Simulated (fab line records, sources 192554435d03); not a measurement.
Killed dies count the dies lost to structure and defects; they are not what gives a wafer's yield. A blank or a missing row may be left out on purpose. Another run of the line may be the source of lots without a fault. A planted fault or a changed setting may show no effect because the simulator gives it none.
What tool caused it?	flow n5 finfet	11 lots, 28 wafers sampled, at 5 steps of a route of 1938

== WHAT EACH GAUGE READ, for each wafer ==
N5_BEOL_M3_RS_MEAS_58: a four-point-probe measurement. Usual: M3_RS 0.69 ohm/sq, standard deviation 0.036.
lot	measured	on	M3_RS (ohm/sq)	flag
L190	day 7 13:02	film metro-01	0.73 0.74 0.78	
L192	day 8 01:58	film metro-01	0.75 0.69 0.63	
L193	day 8 19:13	film metro-02	0.67 0.63 0.66	
L197	day 9 13:31	film metro-02	0.71 0.66	
L201	day 10 08:37	film metro-02	0.64 0.68 0.68	
L200	day 10 10:44	film metro-01	0.66 0.70	
L204	day 11 03:55	film metro-02	0.64 0.71	
L208	day 12 09:52	film metro-01	0.78 0.77	
L210	day 13 01:46	film metro-01	0.70 0.77 0.67	
L211	day 13 04:34	film metro-02	0.67 0.66 0.72	
L212	day 13 20:36	film metro-01	0.76 0.73	

N5_BEOL_M4_OVL_MEAS_29. Usual: V3_OVL -0.2 nm, standard deviation 0.65.
lot	measured	on	V3_OVL (nm)	flag
L190	day 7 15:02	overlay-02	0.1 0.7 0.4	
L192	day 8 04:29	overlay-02	0.2 -0.1 -0.3	
L193	day 9 01:20	overlay-01	-0.7 -1.4 -0.1	
L197	day 9 16:36	overlay-01	-0.4 -1.1	
L201	day 10 11:25	overlay-02	-0.6 -0.5 0.0	
L200	day 10 14:04	overlay-02	-1.2 -1.2	
L204	day 11 06:36	overlay-02	-0.3 0.0	
L208	day 12 11:50	overlay-01	-1.5 -0.1	
L210	day 13 04:43	overlay-02	-0.9 -0.7 -1.0	
L211	day 13 08:14	overlay-02	-0.3 -1.1 -0.4	
L212	day 13 23:05	overlay-01	0.4 0.1	

N5_BEOL_M4_RC_MEAS_101. Usual: DIBL_N 35.8 mV/V, standard deviation 1.5; DIBL_P 35.9 mV/V, standard deviation 1.8; IOFF_N 0.152 nA/um, standard deviation 0.025; IOFF_P 0.21 nA/um, standard deviation 0.031; ION_N 672 uA/um, standard deviation 11; ION_P 462 uA/um, standard deviation 7.4; SS_N 71.5 mV/dec, standard deviation 0.52; SS_P 73.2 mV/dec, standard deviation 0.54; VT_N 250 mV, standard deviation 3; VT_P -250 mV, standard deviation 3.3.
lot	measured	on	DIBL_N (mV/V)	DIBL_P (mV/V)	IOFF_N (nA/um)	IOFF_P (nA/um)	ION_N (uA/um)	ION_P (uA/um)	SS_N (mV/dec)	SS_P (mV/dec)	VT_N (mV)	VT_P (mV)	flag
L190	day 7 22:11	prober-01	35.7 38.0 37.1	36.5 38.4 37.1	0.146 0.192 0.176	0.19 0.21 0.20	670 672 682	454 457 455	72.9 73.0 72.7	72.9 73.7 73.0	251 250 251	-253 -249 -249	
L192	day 8 10:41	prober-01	34.4 37.0 36.8	31.2 34.5 34.3	0.096 0.137 0.137	0.13 0.18 0.18	655 672 669	449 458 458	70.5 71.1 71.2	72.3 73.2 73.1	261 253 251	-260 -254 -255	
L193	day 9 07:46	prober-01	33.9 34.9 34.1	34.8 35.9 35.4	0.122 0.143 0.125	0.16 0.17 0.16	670 674 665	457 452 459	70.9 70.7 71.5	72.9 73.0 72.6	250 251 251	-254 -252 -256	
L197	day 9 23:46	prober-02	34.6 36.3	34.5 36.1	0.115 0.146	0.15 0.18	652 669	449 463	71.6 71.1	72.3 72.7	256 252	-255 -253	
L201	day 10 20:46	prober-01	37.1 34.2 35.5	37.8 34.8 36.5	0.177 0.128 0.145	0.23 0.18 0.20	667 677 672	458 467 459	71.3 71.8 71.3	74.7 73.7 74.1	248 252 251	-248 -250 -253	
L200	day 11 00:23	prober-02	36.5 35.9	35.2 34.6	0.167 0.151	0.21 0.20	681 670	466 462	72.1 70.9	72.9 73.4	251 250	-246 -248	
L204	day 11 21:47	prober-02	38.9 35.4	40.1 35.7	0.205 0.134	0.27 0.20	687 658	475 456	72.3 71.5	74.0 72.7	245 250	-247 -251	
L208	day 12 21:50	prober-02	36.3 35.3	38.6 37.1	0.179 0.159	0.24 0.22	677 683	463 462	71.6 71.4	73.8 73.4	247 251	-249 -249	
L210	day 13 12:31	prober-02	33.7 33.9 34.5	34.6 34.2 34.7	0.135 0.133 0.145	0.20 0.19 0.20	662 664 653	465 455 455	71.3 71.8 71.4	72.6 73.0 73.2	251 253 254	-249 -251 -252	
L211	day 13 15:20	prober-01	36.0 35.9 35.4	35.4 35.9 35.1	0.146 0.154 0.144	0.22 0.23 0.21	676 678 693	467 466 468	71.5 71.8 71.3	73.1 73.0 72.4	251 246 251	-249 -248 -248	
L212	day 14 09:00	prober-02	35.6 35.0	35.7 34.9	0.151 0.137	0.21 0.19	666 675	465 472	71.9 71.3	73.4 72.8	251 256	-251 -253	

== TOOL THAT RAN EACH LOT (tool first, then ch and the chambers of the sampled wafers, then the start) ==
lot	N5_BEOL_M4_DESCUM_16	N5_BEOL_M4_ALD_98
L190	rie diel-02 ch 0,2,3, day 7 14:15	ald sin-04 ch 2,3, day 7 15:40
L192	rie diel-04 ch 0,1,2, day 8 03:34	ald sin-04 ch 1,2,3, day 8 04:42
L193	rie diel-03 ch 1,3, day 8 23:52	ald sin-02 ch 1,2,3, day 9 02:06
L197	rie diel-03 ch 2,3, day 9 15:40	ald sin-01 ch 0,2, day 9 16:52
L201	rie diel-02 ch 0,2,3, day 10 10:29	ald sin-04 ch 1,2,3, day 10 11:40
L200	rie diel-03 ch 0,1, day 10 13:08	ald sin-02 ch 0,2, day 10 14:17
L204	rie diel-04 ch 1,2, day 11 05:49	ald sin-02 ch 1,3, day 11 06:49
L208	rie diel-04 ch 2,3, day 12 10:56	ald sin-02 ch 3, day 12 13:04
L210	rie diel-04 ch 0,3, day 13 03:53	ald sin-04 ch 0,1,2, day 13 04:56
L211	rie diel-02 ch 0,2, day 13 07:14	ald sin-04 ch 0,2, day 13 08:28
L212	rie diel-04 ch 0,2, day 13 22:15	ald sin-01 ch 0,1, day 13 23:38
- N5_BEOL_M4_DESCUM_16: chemistry O2, time 7 s.
- N5_BEOL_M4_ALD_98: deposits SiO2, target thk 2.5 nm, pulse time 1 s, co reactant pulse time 1 s.

== WHAT THE TOOLS THEMSELVES READ (means of the sampled wafers that have a number; where no wafer has one, the mark that the record gives instead) ==
N5_BEOL_M4_DESCUM_16. Usual: value, then standard deviation, for each; drypump motor current A 5.5 A / 0.49; o2 flow sccm 225.1 sccm / 0.67; oes product au 0.81 a.u. / 0.09; rf fwd power W 49.46 W / 0.2; rf vpp V 242.9 V / 1.3; showerhead plenum p Torr 2.08 Torr / 0.064; throttle valve pct 20.40 % / 0.27.
lot	tool	drypump motor current A (A)	o2 flow sccm (sccm)	oes product au (a.u.)	rf fwd power W (W)	rf vpp V (V)	showerhead plenum p Torr (Torr)	throttle valve pct (%)	flag
L190	rie diel-02	5.2	225.2	0.83	49.55	242.6	2.08	20.47	
L192	rie diel-04	5.3	225.4	0.80	49.38	242.9	2.09	20.54	
L193	rie diel-03	5.2	225.4	0.76	49.65	243.1	2.12	20.29	
L197	rie diel-03	5.5	224.8	0.71	49.59	243.6	2.12	20.41	
L201	rie diel-02	5.2	225.1	0.80	49.64	243.1	2.07	20.51	
L200	rie diel-03	5.7	225.8	0.82	49.48	242.2	2.05	20.52	
L204	rie diel-04	5.5	224.9	0.80	49.57	244.1	2.10	20.62	
L208	rie diel-04	5.6	225.2	0.86	49.33	241.2	2.05	20.26	
L210	rie diel-04	5.8	225.5	0.87	49.40	243.0	2.04	20.17	
L211	rie diel-02	5.1	225.0	0.90	49.63	244.6	2.16	20.40	
L212	rie diel-04	5.0	225.1	0.87	49.53	240.8	2.04	20.31	

N5_BEOL_M4_ALD_98. Usual: heater power w 80 W, standard deviation 9.4; precursor pulse height rel 0.999, standard deviation 0.02.
lot	tool	heater power w (W)	precursor pulse height rel	flag
L190	ald sin-04	82	0.995	
L192	ald sin-04	77	1.012	
L193	ald sin-02	78	1.013	
L197	ald sin-01	90	0.992	
L201	ald sin-04	78	1.007	
L200	ald sin-02	68	0.987	
L204	ald sin-02	83	0.990	
L208	ald sin-02	79	1.023	
L210	ald sin-04	83	1.020	
L211	ald sin-04	89	0.986	
L212	ald sin-01	81	1.006	

== THE ANSWER, worked out from the rows above alone ==
Rule: a lot is off if the mean of its wafers that have a number lies more than 3 standard deviations from the usual mean. Also off: a lot with no number at a reading for which 4 or more lots have one. Where the step has rows for the other lots, those lots are counted as sound. Order of review: gauges by route order, followed by the tools' own readings, for which a lot's mean as printed above is used. The first step at which some lot is off is used, and at that step the reading that is off furthest; a lot without a number counts as furthest.
Nothing can be told from this: no lot is off at any reading shown.

== WHAT THE SIMULATOR HAD PUT IN ==
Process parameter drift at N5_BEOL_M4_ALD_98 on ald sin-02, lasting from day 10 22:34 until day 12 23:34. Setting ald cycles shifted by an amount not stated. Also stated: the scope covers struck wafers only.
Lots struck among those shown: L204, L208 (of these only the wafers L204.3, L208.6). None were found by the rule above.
